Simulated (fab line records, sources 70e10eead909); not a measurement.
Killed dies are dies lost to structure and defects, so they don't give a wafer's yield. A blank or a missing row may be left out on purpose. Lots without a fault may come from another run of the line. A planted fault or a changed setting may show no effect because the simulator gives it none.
Chamber matching | flow nand_harc | NHARC_P_M0_CMP_23 on cmp-04: 4 sister chambers
The step polishes, t overpolish 20 s, target thk 117.54 nm. 4 wafers are shown with their chamber, then 7 later ones without.

WAFERS WITH THEIR CHAMBER
wafer  | chamber | motor_current_A (A)
L080.2 | 0       | 11.5
L080.5 | 3       | 11.8
L090.1 | 2       | 11.1
L090.4 | 1       | 12.2

WAFERS WITHOUT THEIR CHAMBER
wafer  | motor_current_A (A)
L090.5 | 11.0
L095.2 | 12.0
L095.5 | 12.5
L095.6 | 11.0
L097.1 | 11.5
L097.2 | 11.4
L097.3 | 10.5

WHICH CHAMBER EACH WENT THROUGH
wafer  | from the rows above          | in truth
L090.5 | can't be placed: 2 or 0      | 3
L095.2 | can't be placed: 1 or 3 or 0 | 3
L095.5 | can't be placed: 1 or 3      | 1
L095.6 | can't be placed: 2 or 0      | 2
L097.1 | can't be placed: 0 or 3 or 2 | 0
L097.2 | can't be placed: 0 or 2 or 3 | 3
L097.3 | can't be placed: 2 or 0      | 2
Placed correctly: 0 of 7. Can't be placed from these rows: 7 (the true chamber is among the candidates in 6). Placed wrongly: 0.
How it was worked out, from the rows above alone: a wafer's distance from a chamber is the root of the sum, over the readings, of the square of ((its reading less the chamber's mean) divided by the reading's scatter). The wafer belongs to the nearest chamber; if the next one is less than 2 further off, it can't be placed. A chamber's mean is the mean of its shown wafers. The scatter: with one shown wafer a chamber, the root of the mean of the squares of how far each hidden wafer lies from its nearest shown one.
